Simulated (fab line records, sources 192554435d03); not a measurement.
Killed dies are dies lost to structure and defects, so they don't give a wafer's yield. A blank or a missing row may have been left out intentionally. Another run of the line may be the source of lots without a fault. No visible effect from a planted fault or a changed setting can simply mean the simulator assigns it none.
Which of the tools did it? + flow n5-finfet + 12 lots with 35 wafers sampled at 3 steps, on a route of 1938 steps

## WHAT THE GAUGES SHOWED, per wafer
N5_BEOL_M13_RS_MEAS_54: uses a four-point probe to measure. Usual: M13_RS 0.0448 ohm/sq, standard deviation 0.001.
| lot  | measured     | on            | M13_RS (ohm/sq)      | flag |
|------|--------------|---------------|----------------------|------|
| L531 | day 11 14:46 | film-metro-01 | 0.0450 0.0436 0.0435 |      |
| L533 | day 12 00:08 | film-metro-01 | 0.0458 0.0450 0.0464 |      |
| L532 | day 12 01:12 | film-metro-01 | 0.0459 0.0461 0.0458 |      |
| L534 | day 13 05:55 | film-metro-01 | 0.0453 0.0452        |      |
| L537 | day 13 20:40 | film-metro-02 | 0.0441 0.0432 0.0440 |      |
| L541 | day 14 03:34 | film-metro-01 | 0.0464 0.0453 0.0460 |      |
| L540 | day 14 19:01 | film-metro-02 | 0.0436 0.0434 0.0449 |      |
| L546 | day 15 20:06 | film-metro-02 | 0.0455 0.0469 0.0454 |      |
| L547 | day 16 01:34 | film-metro-01 | 0.0447 0.0452 0.0464 |      |
| L549 | day 16 12:46 | film-metro-02 | 0.0438 0.0441 0.0438 |      |
| L553 | day 17 07:09 | film-metro-02 | 0.0456 0.0437 0.0436 |      |
| L552 | day 17 12:47 | film-metro-02 | 0.0439 0.0448 0.0438 |      |

## WHAT TOOL EACH LOT RAN ON (gives the tool, then ch and the chambers of the sampled wafers, and finally the start)
| lot  | N5_BEOL_M13_PRE_CLEAN_42     | N5_BEOL_M13_SPUTTER_43       |
|------|------------------------------|------------------------------|
| L531 | pvd-sputter-03, day 11 13:18 | pvd-sputter-03, day 11 13:20 |
| L533 | pvd-sputter-02, day 11 22:56 | pvd-sputter-02, day 11 22:58 |
| L532 | pvd-sputter-02, day 11 23:37 | pvd-sputter-02, day 11 23:39 |
| L534 | pvd-sputter-01, day 13 04:43 | pvd-sputter-01, day 13 04:45 |
| L537 | pvd-sputter-02, day 13 19:27 | pvd-sputter-02, day 13 19:29 |
| L541 | pvd-sputter-03, day 14 02:22 | pvd-sputter-03, day 14 02:25 |
| L540 | pvd-sputter-02, day 14 17:47 | pvd-sputter-02, day 14 17:49 |
| L546 | pvd-sputter-01, day 15 18:52 | pvd-sputter-01, day 15 18:54 |
| L547 | pvd-sputter-01, day 16 00:20 | pvd-sputter-01, day 16 00:22 |
| L549 | pvd-sputter-01, day 16 11:31 | pvd-sputter-01, day 16 11:33 |
| L553 | pvd-sputter-02, day 17 05:46 | pvd-sputter-02, day 17 05:49 |
| L552 | pvd-sputter-02, day 17 11:14 | pvd-sputter-02, day 17 11:17 |
- N5_BEOL_M13_PRE_CLEAN_42: time 30 s.
- N5_BEOL_M13_SPUTTER_43: material TaN, target thk 15 nm, time 24.19 s.

## WHAT THE TOOLS THEMSELVES READ (means of the sampled wafers that have a number; where no wafer has one, the mark that the record gives instead)
N5_BEOL_M13_PRE_CLEAN_42. Usual: heater-power-w reads 345 W (standard deviation 43).
| lot  | tool           | heater-power-w (W) | flag |
|------|----------------|--------------------|------|
| L531 | pvd-sputter-03 | 342                |      |
| L533 | pvd-sputter-02 | 344                |      |
| L532 | pvd-sputter-02 | 334                |      |
| L534 | pvd-sputter-01 | 322                |      |
| L537 | pvd-sputter-02 | 362                |      |
| L541 | pvd-sputter-03 | 321                |      |
| L540 | pvd-sputter-02 | 380                |      |
| L546 | pvd-sputter-01 | 358                |      |
| L547 | pvd-sputter-01 | 339                |      |
| L549 | pvd-sputter-01 | 337                |      |
| L553 | pvd-sputter-02 | 371                |      |
| L552 | pvd-sputter-02 | 359                |      |

N5_BEOL_M13_SPUTTER_43. Usual: throttle-valve-pct reads 29.6 % (standard deviation 1.2).
| lot  | tool           | throttle-valve-pct (%) | flag |
|------|----------------|------------------------|------|
| L531 | pvd-sputter-03 | 30.6                   |      |
| L533 | pvd-sputter-02 | 29.3                   |      |
| L532 | pvd-sputter-02 | 29.4                   |      |
| L534 | pvd-sputter-01 | 29.8                   |      |
| L537 | pvd-sputter-02 | 29.3                   |      |
| L541 | pvd-sputter-03 | 28.8                   |      |
| L540 | pvd-sputter-02 | 28.3                   |      |
| L546 | pvd-sputter-01 | 29.8                   |      |
| L547 | pvd-sputter-01 | 28.7                   |      |
| L549 | pvd-sputter-01 | 28.7                   |      |
| L553 | pvd-sputter-02 | 30.1                   |      |
| L552 | pvd-sputter-02 | 29.5                   |      |

## THE ANSWER, worked out from the rows above alone
Rule: lot off if the mean of its wafers having a number is beyond 3 standard deviations from the usual mean. A lot without any number at a reading at which 4 lots or more have one is off too. All remaining lots with rows at the step are treated as sound. First the gauges in route order, then the tools' own readings, where a lot's mean is used as printed above. The first step at which some lot is off is used, and at that step the reading that is off furthest; a lot without a number counts as furthest.
Nothing can be told from this: no lot is off at any reading shown.

## WHAT THE SIMULATOR HAD PUT IN
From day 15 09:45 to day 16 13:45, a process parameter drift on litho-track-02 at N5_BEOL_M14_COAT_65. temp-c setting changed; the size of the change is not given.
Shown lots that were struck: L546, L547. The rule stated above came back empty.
